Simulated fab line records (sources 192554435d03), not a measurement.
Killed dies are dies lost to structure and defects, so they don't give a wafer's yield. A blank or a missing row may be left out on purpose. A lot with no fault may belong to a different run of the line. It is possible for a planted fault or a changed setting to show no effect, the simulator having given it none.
fab line records | flow n5Finfet
record: lots: 8 wafers: 23 lastDay: 17
route steps=1938 shown FIN_SAQP@99 BEOL_M4@1111 PASSIVATION@1936
lots with no fault: from the same line, run without faults
startH: the number of hours between the record's first day and the start of the first shown wafer of the lot | waitH: how many hours have passed since the lot's step before this one | " the same as in the row above | L1.1+2: a single row standing in for several wafers | - no value, or no start was given | * or withheld: withheld | < > ~ a bound
route shown NAME@n: a module of which the file shows steps, and the number in the route of the first | usual: average and standard deviation across the fault-free wafers | same: alike in all rows | chamber/n: place in a boat | sites: the reading at each site | _std_site: their standard deviation | _edge_site: inner sites' mean taken away from outer sites' mean | radiusMm: how far each site lies from the wafer's centre | mask NAME#n: copy n | behind: the last tool/chamber to shape the wafer | hold: cause of the lot's hold/its duration in hours/its outcome | device: the transistor (n, p or np) that didn't switch | end of line: the route-end tests of the same wafers | a step with no rows: only its recipe | killed: count of dies lost to structure and defects at first sort (not the wafer's yield) | map: shows each die of a wafer: x if killed, . if not, _ if none is there
set.NAME: the setting the step ran with; set.NAME@STEP: the setting that earlier step ran with | model.NAME: the simulator's own value behind a step, which no gauge read
a sample of lots followed through the steps of the route, with each step as a table and each wafer as a row
services: the hour from which a tool's chamber was out of use, counted from the record's first day as startH (under 0 if before that day), plus the number of hours and why
== steps ==
step: N5_FIN_SAQP_PECVD_48
recipe: material: SiNx targetThkA: 250 tempC: 400 precursor: SiH4/NH3/N2 pressureTorr: 1.5 rfW: 300 timeS: 22.1
usual: heaterPowerOuterW: 461/89 heaterPowerW: 773/120 showerheadPlenumPTorr: 5.15/0.048 throttleValvePct: 39.9/2.3
columns lot.wafer tool chamber startH waitH heaterPowerOuterW heaterPowerW showerheadPlenumPTorr throttleValvePct
L367.1 pecvd-04 0 27.62 0.0 362 675 5.21 37.9
L367.2 " 1 " " 532 921 5.16 41.6
L367.4 " 2 " " 420 655 5.13 35.7
L368.1 pecvd-04 0 34.21 0.0 373 660 5.22 37.8
L368.2 " 2 " " 385 592 5.14 36.3
L368.4 " 1 " " 613 990 5.16 41.8
L376.1 pecvd-04 2 82.65 0.0 401 626 5.12 36.2
L376.3 " 1 " " 518 918 5.17 41.4
L376.6 " 0 " " 370 669 5.19 38.0
L377.3 pecvd-04 0 88.31 0.0 437 748 5.22 37.7
L377.4 " 0 " " 427 757 5.21 38.2
L377.5 " 2 " " 430 675 5.12 36.4
L383.1 pecvd-04 1 123.94 0.0 533 901 5.16 41.5
L383.5 " 2 " " 423 648 5.14 36.5
L383.6 " 0 " " 439 771 5.22 38.2
L384.1 pecvd-04 2 133.11 0.0 336 547 5.14 36.5
L384.5 " 2 " " 344 575 5.12 36.6
L388.2 pecvd-02 1 154.02 0.0 560 883 5.17 42.6
L388.4 " 0 " " 396 731 5.09 41.6
L388.6 " 1 " " 540 890 5.17 42.9
L389.3 pecvd-02 2 159.47 0.0 531 831 5.10 42.1
L389.4 " 2 " " 557 861 5.10 41.6
L389.5 " 0 " " 332 633 5.09 41.8
step: N5_FIN_SAQP_MANDREL_ETCH_22
recipe: targetDepthA: 600 chemistry: HBr/Cl2 target: a-Si stopOn: SiNx btTimeS: 10 overEtchFrac: 0.5 timeS: 30 pressureMtorr: 10 icpW: 800 biasW: 75 HBr_flow_sccm: 150 Cl2_flow_sccm: 80 ends: endPoint
usual: drypumpMotorCurrentA: 5.7/0.48 mfcCl2Sccm: 80.03/0.24 oesProductAu: 0.767/0.012 throttleValvePct: 35.3/0.3
same: btTimeS: 10
columns lot.wafer tool chamber startH waitH drypumpMotorCurrentA mfcCl2Sccm oesProductAu rfHoursCounterH throttleValvePct
L367.1 rieSi-06 3 28.49 0.0 4.9 80.12 0.756 42 35.3
L367.2 " 1 " " 5.9 79.96 0.758 120 34.9
L367.4 " 0 " " 6.2 79.79 0.788 6 35.4
L368.1 rieSi-04 0 35.21 0.0 5.8 80.15 0.772 23 35.7
L368.2 " 3 " " 6.0 80.12 0.753 194 35.5
L368.4 " 1 " " 6.5 79.94 0.785 62 35.8
L376.1 rieSi-06 0 83.64 0.0 6.2 79.54 0.782 6 35.4
L376.3 " 2 " " 5.1 80.02 0.742 77 35.3
L376.6 " 1 " " 5.9 80.28 0.769 - 34.9
L377.3 rieSi-06 0 89.69 0.0 6.2 79.97 0.776 7 35.4
L377.4 " 1 " " 5.9 80.09 0.780 121 34.8
L377.5 " 1 " " 5.9 79.85 0.770 - 34.9
L383.1 rieSi-06 0 124.81 0.0 6.2 80.00 0.772 8 35.4
L383.5 " 3 " " 4.9 80.31 0.776 - 35.3
L383.6 " 2 " " 5.1 79.77 0.769 - 35.2
L384.1 rieSi-02 2 134.11 0.0 6.2 80.13 0.784 60 35.3
L384.5 " 0 " " 5.3 80.18 0.765 - 35.8
L388.2 rieSi-06 3 155.36 0.0 5.0 80.17 0.769 45 35.3
L388.4 " 2 " " 5.1 80.31 0.761 79 35.3
L388.6 " 1 " " 5.9 80.12 0.758 - 34.9
L389.3 rieSi-06 1 160.33 0.0 5.9 80.32 0.761 122 34.9
L389.4 " 0 " " 6.2 79.72 0.792 8 35.4
L389.5 " 2 " " 5.1 80.22 0.744 - 35.3
step: N5_FIN_SAQP_RECESS_75
recipe: chemistry: HF/NH3 target: SiO2 targetDepthA: 144 afsCycles: 3 tempC: 30 sublimationTempC: 180 sublimationTimeS: 60
usual: drypumpMotorCurrentA: 5.8/0.37
columns lot.wafer tool chamber startH waitH drypumpMotorCurrentA
L367.1 vaporEtch-01 1 28.92 0.0 5.7
L367.2 " 0 " " 6.4
L367.4 " 0 " " 6.4
L368.1 vaporEtch-02 1 35.65 0.0 5.4
L368.2 " 0 " " 5.6
L368.4 " 1 " " 5.4
L376.1 vaporEtch-01 0 84.08 0.0 6.4
L376.3 " 0 " " 6.4
L376.6 " 1 " " 5.6
L377.3 vaporEtch-01 0 90.30 0.2 6.4
L377.4 " 1 " " 5.6
L377.5 " 0 " " 6.4
L383.1 vaporEtch-02 0 125.23 0.0 5.6
L383.5 " 1 " " 5.4
L383.6 " 0 " " 5.6
L384.1 vaporEtch-02 1 134.58 0.0 5.4
L384.5 " 1 " " 5.4
L388.2 vaporEtch-01 1 155.78 0.0 5.6
L388.4 " 1 " " 5.6
L388.6 " 0 " " 6.4
L389.3 vaporEtch-01 0 160.90 0.1 6.3
L389.4 " 1 " " 5.7
L389.5 " 0 " " 6.3
step: N5_FIN_SAQP_ETCH_57
recipe: chemistry: CH3F/O2 target: SiNx maskMaterial: SiO2 targetDepthA: 325 timeS: 46.4 pressureMtorr: 30 sourceW: 395 biasW: 73 Ar_flow_sccm: 150 CH3F_flow_sccm: 30 O2_flow_sccm: 20 ionEnergyEv: 120 ends: cleared
usual: CH3F_flow_sccm: 30.01/0.095 O2_flow_sccm: 19.99/0.056 drypumpMotorCurrentA: 5.6/0.47 etchRfOnTimeS: 46.8/0.79 oesProductAu: 0.65/0.073 rfVppV: 295.2/2.2 showerheadPlenumPTorr: 2.00/0.053 throttleValvePct: 16.41/0.26
columns lot.wafer tool chamber startH waitH CH3F_flow_sccm O2_flow_sccm drypumpMotorCurrentA etchRfOnTimeS oesProductAu rfHoursCounterH rfVppV showerheadPlenumPTorr throttleValvePct
L367.1 rieDiel-04 2 30.26 0.0 29.88 20.08 6.5 46.4 0.61 210 291.7 1.90 16.62
L367.2 " 1 " " 30.08 20.08 5.6 46.1 0.63 164 296.7 1.99 16.22
L367.4 " 0 " " 29.85 19.99 5.6 46.4 0.63 185 294.6 2.00 16.72
L368.1 rieDiel-01 1 38.51 0.0 29.93 19.92 4.8 47.5 0.60 223 291.4 1.98 16.40
L368.2 " 2 " " 30.10 20.02 5.5 46.0 0.66 118 297.8 2.02 16.18
L368.4 " 1 " " 29.91 20.04 4.9 47.7 0.59 - 293.2 1.98 16.39
L376.1 rieDiel-06 0 85.51 0.0 30.03 19.98 5.5 46.9 0.67 109 299.1 2.09 16.41
L376.3 " 3 " " 30.05 20.01 6.9 46.6 0.65 138 296.2 2.08 16.37
L376.6 " 0 " " 29.94 19.94 5.5 47.0 0.67 - 298.6 2.09 16.42
L377.3 rieDiel-01 1 91.55 0.0 30.09 19.94 4.8 47.0 0.57 244 292.2 1.97 16.44
L377.4 " 1 " " 30.04 19.97 4.8 48.0 0.58 - 290.5 1.97 16.43
L377.5 " 0 " " 29.83 19.84 5.4 47.2 0.59 - 296.6 2.06 16.87
L383.1 rieDiel-01 3 126.79 0.0 29.97 19.97 5.8 34.8 0.80 12 293.5 2.04 16.12
L383.5 " 2 " " 30.14 20.01 5.5 35.3 0.63 - 296.7 2.01 16.23
L383.6 " 3 " " 29.97 20.00 5.8 46.1 0.81 - 293.6 2.04 16.16
L384.1 rieDiel-01 3 136.48 0.1 29.96 19.92 5.8 34.9 0.80 17 295.4 2.04 16.16
L384.5 " 2 " " 30.14 20.05 5.5 36.1 0.63 - 296.9 2.00 16.24
L388.2 rieDiel-01 2 157.15 0.1 29.84 19.99 5.5 46.8 0.62 169 296.5 2.00 16.25
L388.4 " 1 " " 29.99 20.09 4.8 46.0 0.80 15 292.9 1.96 15.98
L388.6 " 3 " " 30.00 19.97 5.8 47.3 0.78 - 293.9 2.04 16.18
L389.3 rieDiel-04 3 162.12 0.0 30.09 20.06 5.6 46.5 0.64 183 297.9 1.91 16.13
L389.4 " 0 " " 30.05 19.95 5.6 48.3 0.59 236 295.1 1.98 16.82
L389.5 " 2 " " 29.95 20.00 6.5 46.9 0.84 - 296.5 2.14 16.23
step: N5_FIN_SAQP_STRIP_70
recipe: chemistry: N2/H2 powerW: 500 tempC: 40 pressureMtorr: 50 rfFrequencyHz: 6e+07 overashFraction: 0.3 biasPowerW: 28 h2Frac: 0.5 n2FlowSccm: 300 h2FlowSccm: 300
usual: biasPowerW: 28.00/0.079 drypumpMotorCurrentA: 5.6/0.51 h2FlowSccm: 300.0/0.95 n2FlowSccm: 299.9/0.78 oesProductAu: 0.75/0.077 rfVppV: 122.0/0.96 showerheadPlenumPTorr: 3.35/0.095 throttleValvePct: 19.01/0.28
same: overashFraction: 0.3
columns lot.wafer tool chamber startH waitH biasPowerW drypumpMotorCurrentA h2FlowSccm n2FlowSccm oesProductAu rfHoursCounterH rfVppV showerheadPlenumPTorr throttleValvePct
L367.1 rieDiel-01 0 31.03 0.0 27.88 5.4 300.5 300.7 0.70 211 122.3 3.48 19.41
L367.2 " 2 " " 28.11 5.5 299.7 299.6 0.77 116 122.1 3.38 18.80
L367.4 " 1 " " 28.09 4.9 299.9 299.5 0.69 - 121.3 3.32 19.03
L368.1 rieDiel-01 2 39.28 0.0 28.10 5.5 299.6 300.2 0.76 118 122.6 3.37 18.79
L368.2 " 1 " " 27.78 4.9 303.1 299.1 0.69 223 121.3 3.32 19.01
L368.4 " 0 " " 28.03 5.4 299.9 300.0 0.70 - 122.6 3.48 19.42
L376.1 rieDiel-06 3 86.28 0.0 28.04 6.8 299.6 298.9 0.78 138 122.7 3.50 18.55
L376.3 " 2 " " 28.15 5.4 300.2 300.9 0.71 227 122.1 3.32 18.90
L376.6 " 2 " " 28.02 5.4 299.8 301.4 0.72 - 120.5 3.32 18.88
L377.3 rieDiel-04 3 92.32 0.0 28.02 5.6 300.1 300.7 0.77 154 120.5 3.22 18.71
L377.4 " 2 " " 28.05 6.5 299.6 301.0 0.69 234 120.8 3.19 19.41
L377.5 " 2 " " 28.15 6.6 299.7 299.3 0.69 - 122.2 3.19 19.41
L383.1 rieDiel-04 1 127.60 0.0 28.02 5.6 301.2 300.7 0.71 194 121.6 3.34 19.36
L383.5 " 0 " " 28.02 5.6 298.9 300.3 0.71 - 121.9 3.33 19.32
L383.6 " 1 " " 28.01 5.6 301.1 299.3 0.71 - 121.6 3.34 19.36
L384.1 rieDiel-04 0 137.30 0.0 27.95 5.6 300.5 299.3 0.70 225 121.6 3.33 19.32
L384.5 " 0 " " 28.04 5.6 301.5 298.7 0.70 - 122.2 3.33 19.32
L388.2 rieDiel-01 3 157.92 0.0 27.99 5.8 298.7 299.8 0.91 26 121.9 3.44 18.62
L388.4 " 2 " " 28.00 5.5 298.6 299.9 0.72 169 123.1 3.35 18.88
L388.6 " 0 " " 28.10 5.4 300.5 299.3 0.98 - 122.0 3.45 19.09
L389.3 rieDiel-01 2 162.89 0.0 27.99 5.5 300.1 299.3 0.72 170 122.0 3.35 18.88
L389.4 " 1 " " 28.00 4.9 301.3 298.9 0.93 - 122.7 3.30 18.70
L389.5 " 2 " " 27.98 5.5 300.4 299.4 0.72 - 121.3 3.35 18.87
step: N5_BEOL_M4_RC_MEAS_101
usual: DIBL_N: 36.4/1.5 DIBL_P: 36.6/1.9 IOFF_N: 0.155/0.021 IOFF_P: 0.211/0.028 ION_N: 671/8.6 ION_P: 462/5.8 SS_N: 71.5/0.5 SS_P: 73.4/0.58 VT_N: 250.1/2.4 VT_P: -250.1/3
columns lot.wafer tool chamber startH waitH DIBL_N[mV/V] DIBL_P[mV/V] IOFF_N[nA/um] IOFF_P[nA/um] ION_N[uA/um] ION_P[uA/um] SS_N[mV/dec] SS_P[mV/dec] VT_N[mV] VT_P[mV]
L367.1 prober-01 0 176.48 0.0 35.7 35.7 0.152 0.207 677 464 71.3 73.3 249.9 -250.3
L367.2 " 0 " " 36.7 36.6 0.157 0.215 676 468 71.8 73.8 249.4 -251.7
L367.4 " 0 " " 35.8 35.5 0.149 0.198 664 460 71.7 74.5 251.1 -249.5
L368.1 prober-01 0 178.75 0.0 36.4 37.3 0.155 0.241 671 472 71.1 73.9 248.2 -247.0
L368.2 " 0 " " 36.8 37.6 0.159 0.256 664 466 70.7 73.5 248.4 -247.3
L368.4 " 0 " " 36.8 38.0 0.158 0.251 675 469 71.4 74.1 250.2 -246.1
L376.1 prober-02 0 230.69 0.0 35.1 37.2 0.155 0.237 672 468 71.5 73.1 249.5 -246.7
L376.3 " 0 " " 34.4 36.2 0.144 0.221 669 458 71.2 73.0 250.6 -246.5
L376.6 " 0 " " 33.7 35.3 0.133 0.204 662 461 71.7 72.8 252.6 -252.6
L377.3 prober-02 0 237.28 0.3 38.7 38.5 0.179 0.225 667 459 71.6 74.1 249.6 -251.0
L377.4 " 0 " " 37.9 37.2 0.162 0.197 675 458 72.3 73.1 250.2 -252.6
L377.5 " 0 " " 35.8 34.8 0.128 0.170 660 449 71.3 73.0 255.4 -253.6
L383.1 prober-01 0 268.67 0.0 37.4 37.4 0.165 0.216 673 456 72.4 73.7 249.8 -250.1
L383.5 " 0 " " 37.3 37.3 0.157 0.215 661 459 72.3 73.1 250.2 -250.8
L383.6 " 0 " " 37.6 37.9 0.167 0.225 669 466 71.7 73.4 250.1 -247.8
L384.1 prober-02 0 277.96 0.0 36.0 38.0 0.171 0.222 670 463 71.5 73.3 250.0 -248.7
L384.5 " 0 " " 35.6 37.8 0.161 0.225 674 464 71.4 73.4 250.0 -248.6
L388.2 prober-01 0 297.41 0.2 32.6 33.7 0.128 0.168 670 469 71.4 72.8 252.5 -250.6
L388.4 " 0 " " 34.9 35.5 0.152 0.209 677 471 71.3 73.7 249.9 -246.6
L388.6 " 0 " " 34.2 34.8 0.143 0.188 679 467 71.7 73.1 251.6 -253.1
L389.3 prober-02 0 308.56 0.3 37.5 37.3 0.160 0.168 675 452 72.1 73.6 248.8 -257.4
L389.4 " 0 " " 36.8 37.3 0.155 0.173 675 458 70.9 73.6 248.2 -256.5
L389.5 " 0 " " 38.2 38.1 0.175 0.183 691 461 71.8 73.1 247.3 -256.1
step: N5_PASSIVATION_PROBE_49
usual: defectLimitedYield: 91.5/1.4 killed_at_M0_to_M3: 33/10 killed_at_M4_up: 13/5 killedAtContacts: 13/5.6 killedAtFrontEnd: 38/12 killedAtOther: 3.9/2.7 killedDies: 100/16 killedOpen: 66/13 killedShort: 32/7.2 sort_bin_5_function: 5.0/0.97 sort_bin_6_memory: 3.2/0.61 sortNPass: 1080/16 sortYieldPct: 91.5/1.4
same: grossDies: 1180 killedAtBackSide: 0 sort_bin_4_leakage[%]: 0 sort_bin_8_speed[%]: 0
columns lot.wafer tool chamber startH waitH defectLimitedYield[%] killed_at_M0_to_M3 killed_at_M4_up killedAtContacts killedAtFrontEnd killedAtOther killedDies killedOpen killedShort sort_bin_5_function[%] sort_bin_6_memory[%] sortNPass sortYieldPct[%]
L383.1 prober-01 - 379.30 0.0 91.2 29 8 26 32 9 104 77 25 5.3 3.5 1076 91.2
L384.1 prober-01 - 382.80 0.0 89.5 33 19 23 42 7 124 78 41 6.0 4.0 1056 89.5
killed by level:class
L383.1 MOL_CONTACT_COAG:geometricParticle:open=24 STI_FIN_REVEAL:geometricParticle:open=16 BEOL_M0_SAQP:geometricParticle:open=8 BEOL_M0_SAQP:geometricParticle:short=7 BEOL_M1:geometricParticle:open=5 DUMMY_GATE:geometricParticle:open=5 BEOL_M2:geometricParticle:short=3 FIN_SAQP:geometricParticle:short=2
L384.1 MOL_CONTACT_COAG:geometricParticle:open=17 STI_FIN_REVEAL:geometricParticle:open=14 GATE_CUT:geometricParticle:short=9 MOL_CONTACT_COAG:geometricParticle:short=6 BEOL_M0_SAQP:geometricParticle:short=6 BEOL_M1:geometricParticle:open=6 BEOL_M4:geometricParticle:open=6 BEOL_M0_SAQP:geometricParticle:open=4
== services ==
columns tool chamber startH hours kind
pecvd-02 - 9.08 1.5 repair
rieSi-02 - 23.94 0.1 repair
rieDiel-01 3 29.60 32.2 repair
rieDiel-04 1 57.67 9.6 repair
pecvd-02 - 64.73 0.8 repair
rieDiel-01 3 80.03 - clean
rieDiel-01 3 80.03 - consumableReplace:focusRing
rieDiel-01 3 80.03 17.7 scheduledDown
rieDiel-01 3 80.03 17.7 ventCycle
rieSi-04 - 85.43 28.1 pm
rieDiel-01 1 86.89 2.2 repair
rieDiel-06 3 95.74 5.3 repair
rieDiel-06 1 102.17 2.4 repair
rieDiel-01 - 104.58 0.5 repair
rieDiel-01 1 107.44 - clean
rieDiel-01 1 107.44 - consumableReplace:focusRing
rieDiel-01 1 107.44 16.2 scheduledDown
rieDiel-01 1 107.44 16.2 ventCycle
rieDiel-06 0 118.56 6.0 repair
rieSi-04 2 123.26 19.5 repair
rieDiel-01 0 128.57 - clean
rieDiel-01 0 128.57 - consumableReplace:focusRing
rieSi-02 - 153.92 14.6 pm
pecvd-04 - 158.95 1.4 repair
== key ==
firstSign: step: N5_FIN_SAQP_ETCH_57 reading: etchRfOnTimeS direction: down sigmas: 14 usual: * struck: *
effect none on later readings
metAt N5_FIN_SAQP_PECVD_48
struckLots L383,L384
struckWafers L383.1,L383.5,L384.1,L384.5
notActingAt N5_FIN_SAQP_MANDREL_ETCH_22,N5_FIN_SAQP_RECESS_75,N5_FIN_SAQP_STRIP_70
onsetBetween 88.31 123.94
fault: kind: processParameterDrift tool: pecvd-04 chamber: - onsetH: 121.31 steps: N5_FIN_SAQP_PECVD_48 channel: timeS offset: * shape: step endH: 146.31 scope: struckWafersOnly actsIn: * stated: *
